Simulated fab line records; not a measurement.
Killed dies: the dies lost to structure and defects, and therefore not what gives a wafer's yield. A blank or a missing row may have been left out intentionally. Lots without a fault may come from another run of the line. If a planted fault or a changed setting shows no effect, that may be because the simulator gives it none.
Lot-split experiment :: flow n5 finfet :: route with 1938 steps; 7 lots, 39 wafers read

ABOUT THE SPLIT
At N5_BEOL_M8_DESCUM_16 (chemistry O2, time 7.9 s), the setting time s was moved away from the recipe's 7.9 s on 9 of the 39 wafers read, by -47.3% to +55.6%. The other wafers ran this setting at the recipe's value.

Between the split and the reading, the file records no step.

THE READING
CAR-ArF_of_BEOL_M8_COAT_05.thk nm (the simulator's own value, which no gauge read), in nm, at N5_BEOL_M8_ETCH_61 (etches SiARC in CF4, target depth 45.5 nm, time 75.8 s). The file gives no usual value for it. Average 50.8 nm, standard deviation 0.25 nm, over the 30 wafers here run with the recipe.

wafer: L076.1
tool, chamber at the split: rie diel-06, 1
time s as run, s: 7.9
against the recipe: recipe
CAR-ArF_of_BEOL_M8_COAT_05.thk nm, nm: 50.6
against lot-mates on the recipe: -

wafer: L076.2
tool, chamber at the split: rie diel-06, 0,3
time s as run, s: 11.08
against the recipe: +40.3%
CAR-ArF_of_BEOL_M8_COAT_05.thk nm, nm: 49
against lot-mates on the recipe: -1.7

wafer: L076.3
tool, chamber at the split: rie diel-06, 0,3
time s as run, s: 11.08
against the recipe: +40.3%
CAR-ArF_of_BEOL_M8_COAT_05.thk nm, nm: 49
against lot-mates on the recipe: -1.7

wafer: L076.4
tool, chamber at the split: rie diel-06, 2,1
time s as run, s: 7.9
against the recipe: recipe
CAR-ArF_of_BEOL_M8_COAT_05.thk nm, nm: 50.8
against lot-mates on the recipe: -

wafer: L076.5
tool, chamber at the split: rie diel-06, 2,1
time s as run, s: 7.9
against the recipe: recipe
CAR-ArF_of_BEOL_M8_COAT_05.thk nm, nm: 50.8
against lot-mates on the recipe: -

wafer: L076.6
tool, chamber at the split: rie diel-06, 2
time s as run, s: 11.08
against the recipe: +40.3%
CAR-ArF_of_BEOL_M8_COAT_05.thk nm, nm: 48.8
against lot-mates on the recipe: -1.9

wafer: L078.1
tool, chamber at the split: rie diel-01, 0,2
time s as run, s: 7.9
against the recipe: recipe
CAR-ArF_of_BEOL_M8_COAT_05.thk nm, nm: 51
against lot-mates on the recipe: -

wafer: L078.2
tool, chamber at the split: rie diel-01, 2,3
time s as run, s: 4.167
against the recipe: -47.3%
CAR-ArF_of_BEOL_M8_COAT_05.thk nm, nm: 53.4
against lot-mates on the recipe: +2.3

wafer: L078.3
tool, chamber at the split: rie diel-01, 2,3
time s as run, s: 4.167
against the recipe: -47.3%
CAR-ArF_of_BEOL_M8_COAT_05.thk nm, nm: 53.4
against lot-mates on the recipe: +2.3

wafer: L078.4
tool, chamber at the split: rie diel-01, 1
time s as run, s: 4.167
against the recipe: -47.3%
CAR-ArF_of_BEOL_M8_COAT_05.thk nm, nm: 53.4
against lot-mates on the recipe: +2.3

wafer: L078.5
tool, chamber at the split: rie diel-01, 0,2
time s as run, s: 7.9
against the recipe: recipe
CAR-ArF_of_BEOL_M8_COAT_05.thk nm, nm: 51.2
against lot-mates on the recipe: -

wafer: L078.6
tool, chamber at the split: rie diel-01, 1
time s as run, s: 7.9
against the recipe: recipe
CAR-ArF_of_BEOL_M8_COAT_05.thk nm, nm: 51.2
against lot-mates on the recipe: -

wafer: L080.1
tool, chamber at the split: rie diel-06, 3,2,0
time s as run, s: 7.9
against the recipe: recipe
CAR-ArF_of_BEOL_M8_COAT_05.thk nm, nm: 51
against lot-mates on the recipe: -

wafer: L080.2
tool, chamber at the split: rie diel-06, 3,2,0
time s as run, s: 7.9
against the recipe: recipe
CAR-ArF_of_BEOL_M8_COAT_05.thk nm, nm: 51
against lot-mates on the recipe: -

wafer: L080.4
tool, chamber at the split: rie diel-06, 3,2,0
time s as run, s: 7.9
against the recipe: recipe
CAR-ArF_of_BEOL_M8_COAT_05.thk nm, nm: 51
against lot-mates on the recipe: -

wafer: L081.1
tool, chamber at the split: rie diel-01, 0,1,1
time s as run, s: 7.9
against the recipe: recipe
CAR-ArF_of_BEOL_M8_COAT_05.thk nm, nm: 51
against lot-mates on the recipe: -

wafer: L081.6
tool, chamber at the split: rie diel-01, 0,1,1
time s as run, s: 7.9
against the recipe: recipe
CAR-ArF_of_BEOL_M8_COAT_05.thk nm, nm: 51
against lot-mates on the recipe: -

wafer: L081.2
tool, chamber at the split: rie diel-01, 0,1,1
time s as run, s: 7.9
against the recipe: recipe
CAR-ArF_of_BEOL_M8_COAT_05.thk nm, nm: 50.8
against lot-mates on the recipe: -

wafer: L081.4
tool, chamber at the split: rie diel-01, 3
time s as run, s: 7.9
against the recipe: recipe
CAR-ArF_of_BEOL_M8_COAT_05.thk nm, nm: 50.8
against lot-mates on the recipe: -

wafer: L081.3
tool, chamber at the split: rie diel-01, 3
time s as run, s: 7.9
against the recipe: recipe
CAR-ArF_of_BEOL_M8_COAT_05.thk nm, nm: 50.6
against lot-mates on the recipe: -

wafer: L081.5
tool, chamber at the split: rie diel-01, 0
time s as run, s: 7.9
against the recipe: recipe
CAR-ArF_of_BEOL_M8_COAT_05.thk nm, nm: 50.6
against lot-mates on the recipe: -

wafer: L083.1
tool, chamber at the split: rie diel-06, 1,0,1
time s as run, s: 7.9
against the recipe: recipe
CAR-ArF_of_BEOL_M8_COAT_05.thk nm, nm: 51.2
against lot-mates on the recipe: -

wafer: L083.3
tool, chamber at the split: rie diel-06, 1,0,1
time s as run, s: 7.9
against the recipe: recipe
CAR-ArF_of_BEOL_M8_COAT_05.thk nm, nm: 51.2
against lot-mates on the recipe: -

wafer: L083.2
tool, chamber at the split: rie diel-06, 3,0
time s as run, s: 12.29
against the recipe: +55.6%
CAR-ArF_of_BEOL_M8_COAT_05.thk nm, nm: 48.6
against lot-mates on the recipe: -2.5

wafer: L083.6
tool, chamber at the split: rie diel-06, 3,0
time s as run, s: 12.29
against the recipe: +55.6%
CAR-ArF_of_BEOL_M8_COAT_05.thk nm, nm: 48.6
against lot-mates on the recipe: -2.5

wafer: L083.4
tool, chamber at the split: rie diel-06, 2
time s as run, s: 12.29
against the recipe: +55.6%
CAR-ArF_of_BEOL_M8_COAT_05.thk nm, nm: 48.2
against lot-mates on the recipe: -2.9

wafer: L083.5
tool, chamber at the split: rie diel-06, 1,0,1
time s as run, s: 7.9
against the recipe: recipe
CAR-ArF_of_BEOL_M8_COAT_05.thk nm, nm: 51
against lot-mates on the recipe: -

wafer: L090.1
tool, chamber at the split: rie diel-02, 2,1
time s as run, s: 7.9
against the recipe: recipe
CAR-ArF_of_BEOL_M8_COAT_05.thk nm, nm: 50.4
against lot-mates on the recipe: -

wafer: L090.2
tool, chamber at the split: rie diel-02, 3,1,0,0
time s as run, s: 7.9
against the recipe: recipe
CAR-ArF_of_BEOL_M8_COAT_05.thk nm, nm: 50.6
against lot-mates on the recipe: -

wafer: L090.3
tool, chamber at the split: rie diel-02, 3,1,0,0
time s as run, s: 7.9
against the recipe: recipe
CAR-ArF_of_BEOL_M8_COAT_05.thk nm, nm: 50.6
against lot-mates on the recipe: -

wafer: L090.4
tool, chamber at the split: rie diel-02, 3,1,0,0
time s as run, s: 7.9
against the recipe: recipe
CAR-ArF_of_BEOL_M8_COAT_05.thk nm, nm: 50.6
against lot-mates on the recipe: -

wafer: L090.5
tool, chamber at the split: rie diel-02, 3,1,0,0
time s as run, s: 7.9
against the recipe: recipe
CAR-ArF_of_BEOL_M8_COAT_05.thk nm, nm: 50.6
against lot-mates on the recipe: -

wafer: L090.6
tool, chamber at the split: rie diel-02, 2,1
time s as run, s: 7.9
against the recipe: recipe
CAR-ArF_of_BEOL_M8_COAT_05.thk nm, nm: 50.2
against lot-mates on the recipe: -

wafer: L096.1
tool, chamber at the split: rie diel-02, 0,1,3,3
time s as run, s: 7.9
against the recipe: recipe
CAR-ArF_of_BEOL_M8_COAT_05.thk nm, nm: 50.8
against lot-mates on the recipe: -

wafer: L096.2
tool, chamber at the split: rie diel-02, 0,1,3,3
time s as run, s: 7.9
against the recipe: recipe
CAR-ArF_of_BEOL_M8_COAT_05.thk nm, nm: 50.8
against lot-mates on the recipe: -

wafer: L096.3
tool, chamber at the split: rie diel-02, 0,1,3,3
time s as run, s: 7.9
against the recipe: recipe
CAR-ArF_of_BEOL_M8_COAT_05.thk nm, nm: 50.8
against lot-mates on the recipe: -

wafer: L096.5
tool, chamber at the split: rie diel-02, 0,1,3,3
time s as run, s: 7.9
against the recipe: recipe
CAR-ArF_of_BEOL_M8_COAT_05.thk nm, nm: 50.8
against lot-mates on the recipe: -

wafer: L096.4
tool, chamber at the split: rie diel-02, 2
time s as run, s: 7.9
against the recipe: recipe
CAR-ArF_of_BEOL_M8_COAT_05.thk nm, nm: 50.6
against lot-mates on the recipe: -

wafer: L096.6
tool, chamber at the split: rie diel-02, 2
time s as run, s: 7.9
against the recipe: recipe
CAR-ArF_of_BEOL_M8_COAT_05.thk nm, nm: 51.2
against lot-mates on the recipe: -
If several chambers appear in one row, that row covers several wafers at once and the file leaves open which wafer was in which chamber.

FIT RESULTS
A straight line over all 39 wafers: CAR-ArF_of_BEOL_M8_COAT_05.thk nm changes by -0.0477 nm for each +1% of time s; r = -0.97; the points scatter about the line by 0.26 nm.
The same after taking each lot's own level away (the mean of its wafers on the recipe; 39 wafers): -0.0473 nm for each +1%; r = -0.99; scatter 0.14 nm.
The reading moves by 2.6 nm for the largest change in time s, on that fit.
Across the lots, their own levels run from 50.50 to 51.13 nm, a range of 2.5 times the standard deviation given above.
The two slopes are in agreement: the lot-to-lot level therefore moves the slope only a little.
Check: with one of the wafers moved furthest among these (+55.6%) left out of the fit, the line predicts -2.64 nm for it against its lot-mates. Against them it came out at -2.53 nm.

THE WHOLE CHAIN: every reading that the file lists as answering this split, in the file's order
step: N5_BEOL_M8_DESCUM_16
what it does: chemistry O2, time 7.9 s
reading: CAR-ArF_of_BEOL_M8_COAT_05.thk nm (the simulator's own value, which no gauge read)
change (the file's fit): -0.0478 nm for each +1% of the setting
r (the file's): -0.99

step: N5_BEOL_M8_ETCH_61
what it does: etches SiARC in CF4, target depth 45.5 nm, time 75.8 s
reading: CAR-ArF_of_BEOL_M8_COAT_05.thk nm (the simulator's own value, which no gauge read)
change (the file's fit): -0.0472 nm for each +1% of the setting
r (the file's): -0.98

THE FILE'S OWN FIT
CAR-ArF_of_BEOL_M8_COAT_05.thk nm changes by -0.0472 nm for each +1% of time s, r = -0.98.
